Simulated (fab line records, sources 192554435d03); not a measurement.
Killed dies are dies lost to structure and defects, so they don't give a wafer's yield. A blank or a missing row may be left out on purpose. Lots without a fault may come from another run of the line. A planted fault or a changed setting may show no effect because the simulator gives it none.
Which tool did it? | flow n5_finfet | 9 lots, 26 wafers sampled, at 5 steps of a route of 1938

WHAT THE GAUGES READ, wafer by wafer
N5_BEOL_M4_RC_MEAS_101. Usual: DIBL_N 36.5 mV/V, standard deviation 1.4; DIBL_P 36.6 mV/V, standard deviation 1.9; IOFF_N 0.167 nA/um, standard deviation 0.029; IOFF_P 0.21 nA/um, standard deviation 0.033; ION_N 674 uA/um, standard deviation 12; ION_P 460 uA/um, standard deviation 8.9; SS_N 71.6 mV/dec, standard deviation 0.57; SS_P 73.4 mV/dec, standard deviation 0.61; VT_N 249 mV, standard deviation 3.3; VT_P -250 mV, standard deviation 3.3.
lot  | measured     | on        | DIBL_N (mV/V)  | DIBL_P (mV/V)  | IOFF_N (nA/um)    | IOFF_P (nA/um) | ION_N (uA/um) | ION_P (uA/um) | SS_N (mV/dec)  | SS_P (mV/dec)  | VT_N (mV)   | VT_P (mV)      | flag
L373 | day 7 20:03  | prober-01 | 34.9 34.5 37.4 | 35.9 35.7 37.8 | 0.152 0.133 0.186 | 0.17 0.18 0.20 | 682 660 670   | 454 449 453   | 71.5 71.4 72.5 | 73.3 73.7 73.2 | 250 251 244 | -254 -253 -253 |
L374 | day 8 10:22  | prober-02 | 36.0 34.5 38.5 | 36.0 33.9 39.2 | 0.160 0.134 0.214 | 0.20 0.18 0.26 | 664 657 674   | 454 450 459   | 71.5 71.3 72.6 | 73.9 73.7 74.7 | 250 252 244 | -252 -256 -247 |
L375 | day 8 13:14  | prober-02 | 36.0 34.5 36.4 | 37.2 34.3 36.9 | 0.162 0.130 0.145 | 0.23 0.19 0.22 | 693 667 659   | 478 460 457   | 71.3 71.4 72.1 | 72.9 72.8 73.6 | 252 253 252 | -252 -250 -250 |
L377 | day 9 04:07  | prober-01 | 35.8 35.5 37.0 | 34.7 34.8 36.7 | 0.145 0.150 0.172 | 0.19 0.20 0.23 | 660 681 667   | 451 465 460   | 71.2 71.0 70.9 | 73.5 73.2 73.8 | 249 250 248 | -251 -249 -248 |
L381 | day 9 22:53  | prober-01 | 35.4 37.5 36.1 | 34.6 37.5 35.6 | 0.153 0.210 0.158 | 0.18 0.21 0.18 | 678 689 671   | 460 465 453   | 71.9 71.5 71.5 | 72.6 73.6 72.5 | 250 245 249 | -254 -251 -253 |
L383 | day 10 17:23 | prober-01 | 37.6 36.9 36.2 | 37.8 38.0 36.3 | 0.174 0.172 0.153 | 0.24 0.26 0.22 | 669 694 684   | 461 477 468   | 71.9 71.3 71.9 | 73.7 73.5 73.2 | 250 248 249 | -250 -247 -247 |
L384 | day 11 02:14 | prober-02 | 38.6 37.4      | 40.1 36.5      | 0.216 0.170       | 0.23 0.17      | 691 667       | 465 449       | 72.2 72.1      | 74.6 73.5      | 244 249     | -252 -255      |
L387 | day 12 01:44 | prober-01 | 37.8 36.9 35.8 | 38.8 37.7 36.3 | 0.196 0.180 0.148 | 0.22 0.21 0.19 | 677 685 670   | 460 464 461   | 71.7 71.3 71.3 | 73.6 73.5 73.9 | 245 247 249 | -248 -250 -252 |
L392 | day 13 01:34 | prober-02 | 36.3 35.6 35.4 | 36.5 36.2 35.1 | 0.160 0.138 0.140 | 0.20 0.20 0.19 | 671 660 673   | 456 451 459   | 72.0 71.5 70.9 | 74.1 73.5 74.4 | 248 254 252 | -253 -255 -253 |

WHICH TOOL RAN EACH LOT (tool, then ch and the chambers of the sampled wafers, then the start)
lot  | N5_MOL_CONTACT_COAG_ETCHBACK_132  | N5_MOL_CONTACT_COAG_ALD_133       | N5_MOL_CONTACT_COAG_ETCH_48        | N5_MOL_CONTACT_COAG_STRIP_49
L373 | rie_diel-05 ch 0,2,3, day 5 05:53 | ald_sin-03 ch 0,1,3, day 5 07:05  | rie_diel-05 ch 0,1,3, day 5 07:29  | plasma_asher-02 ch 0,1, day 5 07:38
L374 | rie_diel-05 ch 0,1,3, day 5 14:00 | ald_sin-01 ch 0,2, day 5 15:19    | rie_diel-02 ch 0,2,3, day 5 15:43  | plasma_asher-02 ch 0,1, day 5 15:51
L375 | rie_diel-05 ch 0,1,2, day 5 21:38 | ald_sin-04 ch 0,2,3, day 5 22:42  | rie_diel-02 ch 0,1,2, day 5 23:06  | plasma_asher-01 ch 0,1, day 5 23:14
L377 | rie_diel-02 ch 0,2,3, day 6 06:00 | ald_sin-04 ch 2,3, day 6 07:12    | rie_diel-06 ch 0,2,3, day 6 07:46  | plasma_asher-02 ch 0,1, day 6 07:56
L381 | rie_diel-05 ch 2,3, day 7 06:34   | ald_sin-04 ch 1,2,3, day 7 07:39  | rie_diel-02 ch 1,2,3, day 7 08:04  | plasma_asher-02 ch 0,1, day 7 08:11
L383 | rie_diel-02 ch 1,2,3, day 8 02:15 | ald_sin-04 ch 0,2,3, day 8 03:32  | rie_diel-02 ch 0,1,3, day 8 04:07  | plasma_asher-01 ch 0,1, day 8 04:15
L384 | rie_diel-02 ch 2,3, day 8 15:23   | ald_sin-04 ch 0,3, day 8 17:04    | rie_diel-02 ch 2,3, day 8 17:28    | plasma_asher-02 ch 0,1, day 8 17:36
L387 | rie_diel-02 ch 0,1,2, day 9 09:52 | ald_sin-04 ch 0,2,3, day 9 12:53  | rie_diel-02 ch 1,2, day 9 13:19    | plasma_asher-02 ch 0,1, day 9 13:27
L392 | rie_diel-05 ch 2,3, day 10 03:15  | ald_sin-04 ch 0,2,3, day 10 04:19 | rie_diel-02 ch 1,2,3, day 10 04:44 | plasma_asher-01 ch 0,1, day 10 04:52
- N5_MOL_CONTACT_COAG_ETCHBACK_132: etches SiO2 in CHF3, target depth 10 nm, time 6.7 s.
- N5_MOL_CONTACT_COAG_ALD_133: deposits SiO2, target thk 5 nm, pulse time 1 s, co reactant pulse time 1 s.
- N5_MOL_CONTACT_COAG_ETCH_48: etches SiOC in C4F6/O2, target depth 15 nm, overetch 4.5 nm, time 17 s.
- N5_MOL_CONTACT_COAG_STRIP_49: strips in N2/H2, time 30 s.

WHAT THE TOOLS THEMSELVES READ (means of the sampled wafers that have a number; where no wafer has one, the mark that the record gives instead)
N5_MOL_CONTACT_COAG_ETCHBACK_132. Usual: CHF3_flow_sccm 50.01 sccm, standard deviation 0.14; bias_w 170.0 W, standard deviation 0.52; drypump_motor_current_A 5.5 A, standard deviation 0.46; oes_product_au 0.80 a.u., standard deviation 0.078; rf_fwd_power_W 602.6 W, standard deviation 2.8; rf_vpp_V 524 V, standard deviation 14; showerhead_plenum_p_Torr 2.39 Torr, standard deviation 0.066; throttle_valve_pct 18.52 %, standard deviation 0.29.
lot  | tool        | CHF3_flow_sccm (sccm) | bias_w (W) | drypump_motor_current_A (A) | oes_product_au (a.u.) | rf_fwd_power_W (W) | rf_vpp_V (V) | showerhead_plenum_p_Torr (Torr) | throttle_valve_pct (%) | flag
L373 | rie_diel-05 | 50.02                 | 170.0      | 5.4                         | 0.78                  | 605.1              | 522          | 2.37                            | 18.59                  |
L374 | rie_diel-05 | 50.14                 | 170.0      | 5.1                         | 0.73                  | 603.2              | 516          | 2.35                            | 18.54                  |
L375 | rie_diel-05 | 49.92                 | 170.1      | 5.3                         | 0.76                  | 602.5              | 516          | 2.36                            | 18.51                  |
L377 | rie_diel-02 | 50.01                 | 170.0      | 5.6                         | 0.87                  | 602.3              | 531          | 2.41                            | 18.30                  |
L381 | rie_diel-05 | 49.83                 | 170.4      | 5.4                         | 0.72                  | 600.6              | 526          | 2.38                            | 18.72                  |
L383 | rie_diel-02 | 50.09                 | 170.1      | 5.7                         | 0.80                  | 601.1              | 537          | 2.45                            | 18.46                  |
L384 | rie_diel-02 | 49.98                 | 170.2      | 5.5                         | 0.83                  | 602.5              | 532          | 2.45                            | 18.30                  |
L387 | rie_diel-02 | 50.06                 | 170.1      | 5.7                         | 0.80                  | 602.3              | 541          | 2.42                            | 18.45                  |
L392 | rie_diel-05 | 50.04                 | 170.0      | 5.5                         | 0.83                  | 602.3              | 526          | 2.39                            | 18.60                  |

N5_MOL_CONTACT_COAG_ALD_133. Usual: heater_power_w 75 W, standard deviation 11; precursor_pulse_height_rel 1.002, standard deviation 0.019.
lot  | tool       | heater_power_w (W) | precursor_pulse_height_rel | flag
L373 | ald_sin-03 | 71                 | 1.004                      |
L374 | ald_sin-01 | 84                 | 1.003                      |
L375 | ald_sin-04 | 77                 | 0.987                      |
L377 | ald_sin-04 | 68                 | 0.990                      |
L381 | ald_sin-04 | 72                 | 0.993                      |
L383 | ald_sin-04 | 78                 | 0.999                      |
L384 | ald_sin-04 | 76                 | 0.978                      |
L387 | ald_sin-04 | 78                 | 0.997                      |
L392 | ald_sin-04 | 76                 | 1.008                      |

N5_MOL_CONTACT_COAG_ETCH_48. Usual: bias_w 464.9 W, standard deviation 1.5; drypump_motor_current_A 5.6 A, standard deviation 0.46; oes_product_au 0.67 a.u., standard deviation 0.072; rf_fwd_power_W 332.4 W, standard deviation 1.3; rf_vpp_V 1598 V, standard deviation 40; showerhead_plenum_p_Torr 2.86 Torr, standard deviation 0.08; throttle_valve_pct 40.4 %, standard deviation 0.45.
lot  | tool        | bias_w (W) | drypump_motor_current_A (A) | oes_product_au (a.u.) | rf_fwd_power_W (W) | rf_vpp_V (V) | showerhead_plenum_p_Torr (Torr) | throttle_valve_pct (%) | flag
L373 | rie_diel-05 | 465.5      | 5.1                         | 0.64                  | 331.3              | 1566         | 2.80                            | 40.5                   |
L374 | rie_diel-02 | 464.4      | 5.6                         | 0.72                  | 332.7              | 1607         | 2.88                            | 40.2                   |
L375 | rie_diel-02 | 466.5      | 5.7                         | 0.74                  | 331.9              | 1634         | 2.90                            | 40.3                   |
L377 | rie_diel-06 | 464.5      | 6.0                         | 0.65                  | 333.5              | 1585         | 2.88                            | 40.6                   |
L381 | rie_diel-02 | 463.4      | 5.7                         | 0.67                  | 332.1              | 1624         | 2.92                            | 40.1                   |
L383 | rie_diel-02 | 463.7      | 5.8                         | 0.63                  | 333.0              | 1603         | 2.85                            | 40.4                   |
L384 | rie_diel-02 | 464.1      | 5.6                         | 0.69                  | 332.1              | 1612         | 2.92                            | 40.0                   |
L387 | rie_diel-02 | 465.8      | 5.5                         | 0.63                  | 333.1              | 1653         | 2.95                            | 40.0                   |
L392 | rie_diel-02 | 464.6      | 5.7                         | 0.67                  | 332.1              | 1623         | 2.91                            | 40.1                   |

N5_MOL_CONTACT_COAG_STRIP_49. Usual: drypump_motor_current_A 5.32 A, standard deviation 0.23; heater_power_w 306 W, standard deviation 22.
lot  | tool            | drypump_motor_current_A (A) | heater_power_w (W) | flag
L373 | plasma_asher-02 | 5.13                        | 307                |
L374 | plasma_asher-02 | 5.13                        | 309                |
L375 | plasma_asher-01 | 5.53                        | 299                |
L377 | plasma_asher-02 | 5.26                        | 301                |
L381 | plasma_asher-02 | 5.23                        | 298                |
L383 | plasma_asher-01 | 5.42                        | 318                |
L384 | plasma_asher-02 | 5.19                        | 304                |
L387 | plasma_asher-02 | 5.11                        | 311                |
L392 | plasma_asher-01 | 5.54                        | 301                |

THE ANSWER, worked out from the rows above alone
Rule: a lot is off if the mean of its wafers that have a number lies more than 3 standard deviations from the usual mean. A lot without any number at a reading at which 4 lots or more have one is off too. The other lots that the step has rows for count as sound. The gauges are gone through in route order, then the tools' own readings, and for those a lot's mean is taken as printed above. The first step at which some lot is off is used, and at that step the reading that is off furthest; a lot without a number counts as furthest.
No lot is off at any reading shown: from this, nothing can be told.

WHAT THE SIMULATOR HAD PUT IN
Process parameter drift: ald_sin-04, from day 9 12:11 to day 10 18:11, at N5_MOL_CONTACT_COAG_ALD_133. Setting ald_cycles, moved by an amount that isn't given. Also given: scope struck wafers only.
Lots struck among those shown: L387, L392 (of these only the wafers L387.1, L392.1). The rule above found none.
